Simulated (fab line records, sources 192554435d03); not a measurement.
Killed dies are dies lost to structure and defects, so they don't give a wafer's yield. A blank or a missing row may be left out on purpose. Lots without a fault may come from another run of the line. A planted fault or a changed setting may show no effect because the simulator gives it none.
Chamber matching | flow n5_finfet | N5_HKMG_FIN_CMP_23 on cmp-04: 4 sister chambers
The step polishes, stops on SiNx, t overpolish 10 s, target thk 46.326 nm. 8 wafers are shown with their chamber, then 10 later ones without.

WAFERS WITH THEIR CHAMBER
wafer  | chamber | motor_current_A (A) | slurry_filter_dp_kPa (kPa)
L081.3 | 2       | 11.7                | 13.47
L083.2 | 0       | 11.3                | 13.43
L084.3 | 2       | 11.6                | 13.64
L086.2 | 3       | 13.0                | 13.52
L086.3 | 1       | 11.9                | 13.34
L086.6 | 0       | 10.9                | 13.40
L087.1 | 1       | 12.9                | 13.41
L087.5 | 3       | 12.4                | 13.60

WAFERS WITHOUT THEIR CHAMBER
wafer  | motor_current_A (A) | slurry_filter_dp_kPa (kPa)
L087.6 | 10.9                | 13.71
L089.1 | 11.1                | 13.40
L089.3 | 12.8                | 13.81
L089.5 | 11.5                | 13.36
L092.1 | 13.4                | 13.70
L092.2 | 12.5                | 13.57
L092.3 | 10.6                | 13.45
L097.3 | 11.1                | 13.61
L097.4 | 12.0                | 13.34
L097.5 | 10.7                | 13.60

WHICH CHAMBER EACH WENT THROUGH
wafer  | from the rows above          | in truth
L087.6 | can't be placed: 2 or 0 or 3 | 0
L089.1 | 0                            | 0
L089.3 | can't be placed: 3 or 2      | 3
L089.5 | can't be placed: 0 or 1 or 2 | 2
L092.1 | can't be placed: 3 or 2      | 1
L092.2 | can't be placed: 3 or 2      | 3
L092.3 | can't be placed: 0 or 2      | 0
L097.3 | can't be placed: 2 or 0      | 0
L097.4 | can't be placed: 1 or 0      | 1
L097.5 | can't be placed: 2 or 0      | 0
Placed correctly: 1 of 10. Can't be placed from these rows: 9 (the true chamber is among the candidates in 8). Placed wrongly: 0.
How it was worked out, from the rows above alone: a wafer's distance from a chamber is the root of the sum, over the readings, of the square of ((its reading less the chamber's mean) divided by the reading's scatter). The wafer belongs to the nearest chamber; if the next one is less than 2 further off, it can't be placed. A chamber's mean is the mean of its shown wafers. The scatter: the root of (the sum of the squares of (reading less its chamber's mean) over the shown wafers, divided by (wafers less chambers)).
